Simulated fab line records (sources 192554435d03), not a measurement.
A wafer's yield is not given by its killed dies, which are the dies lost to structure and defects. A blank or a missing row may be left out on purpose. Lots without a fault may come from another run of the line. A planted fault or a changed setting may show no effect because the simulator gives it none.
Split-lot trial | flow n5Finfet | route with 1938 steps; 7 lots, 21 wafers read

THE SPLIT
At N5_PASSIVATION_ETCH_59 (etches TaN in Cl2/BCl3, target depth 65 nm, time 34.9 s), the setting timeS was moved away from the recipe's 34.9 s on 6 of the 21 wafers read, by -18.4% to +21.1%. The other wafers ran this setting at the recipe's value.

The split's own step is where the reading is taken.

THE READING
etch.depthNm (the simulator's own value, which no gauge read), in nm, at N5_PASSIVATION_ETCH_59 (etches TaN in Cl2/BCl3, target depth 65 nm, time 34.9 s). No usual value for it is given in the file. Average 66.22 nm, standard deviation 1.6 nm, over the 15 wafers here run with the recipe.

wafer  | tool, chamber at the split | timeS as run, s | against the recipe | etch.depthNm, nm | against lot-mates on the recipe
L075.2 | rieMetal-02, 1             | 34.9            | recipe             | 67.7             | -
L075.3 | rieMetal-02, 1             | 34.9            | recipe             | 67.94            | -
L075.5 | rieMetal-02, 1             | 34.9            | recipe             | 67.44            | -
L085.1 | rieMetal-02, 0             | 34.9            | recipe             | 63.77            | -
L085.4 | rieMetal-02, 0             | 42.27           | +21.1%             | 78.62            | +14.41
L085.6 | rieMetal-02, 0             | 34.9            | recipe             | 64.65            | -
L084.3 | rieMetal-03, 1             | 31.33           | -10.2%             | 58.41            | -5.56
L084.5 | rieMetal-03, 1             | 31.33           | -10.2%             | 58.6             | -5.37
L084.6 | rieMetal-03, 0             | 34.9            | recipe             | 63.97            | -
L090.3 | rieMetal-01, 1             | 34.9            | recipe             | 64.14            | -
L090.4 | rieMetal-01, 0             | 34.9            | recipe             | 67.98            | -
L090.5 | rieMetal-01, 0             | 34.9            | recipe             | 67.77            | -
L096.2 | rieMetal-02, 1             | 34.9            | recipe             | 67.07            | -
L096.3 | rieMetal-02, 0             | 34.9            | recipe             | 64.35            | -
L096.5 | rieMetal-02, 1             | 34.9            | recipe             | 66.92            | -
L093.3 | rieMetal-01, 0             | 34.9            | recipe             | 67.86            | -
L093.4 | rieMetal-01, 1             | 34.9            | recipe             | 64.91            | -
L093.5 | rieMetal-01, 1             | 28.49           | -18.4%             | 52.91            | -13.47
L092.1 | rieMetal-02, 1             | 34.9            | recipe             | 66.9             | -
L092.3 | rieMetal-02, 0             | 36.88           | +5.7%              | 68.05            | +1.15
L092.4 | rieMetal-02, 1             | 36.88           | +5.7%              | 70.47            | +3.57

FIT RESULTS
A straight line over all 21 wafers: etch.depthNm changes by +0.659 nm for each +1% of timeS; r = +0.95; the points scatter about the line by 1.6 nm.
The same after taking each lot's own level away (the mean of its wafers on the recipe; 21 wafers): +0.653 nm for each +1%; r = +0.97; scatter 1.3 nm.
Per that fit: largest timeS move, reading shift of 14 nm.
Measured against the standard deviation above, the lots' own levels, which go from 63.970 to 67.693 nm, span 2.3 times it.
So the lot-to-lot level changes the slope little: the two slopes agree.
Check: for one of the wafers moved furthest among these (+21.1%), held out of the fit, the line's prediction against its lot-mates is +13.1 nm. It came out at +14.4 nm against them.

FILE'S OWN FIT
etch.depthNm changes by +0.675 nm for each +1% of timeS, r = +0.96.
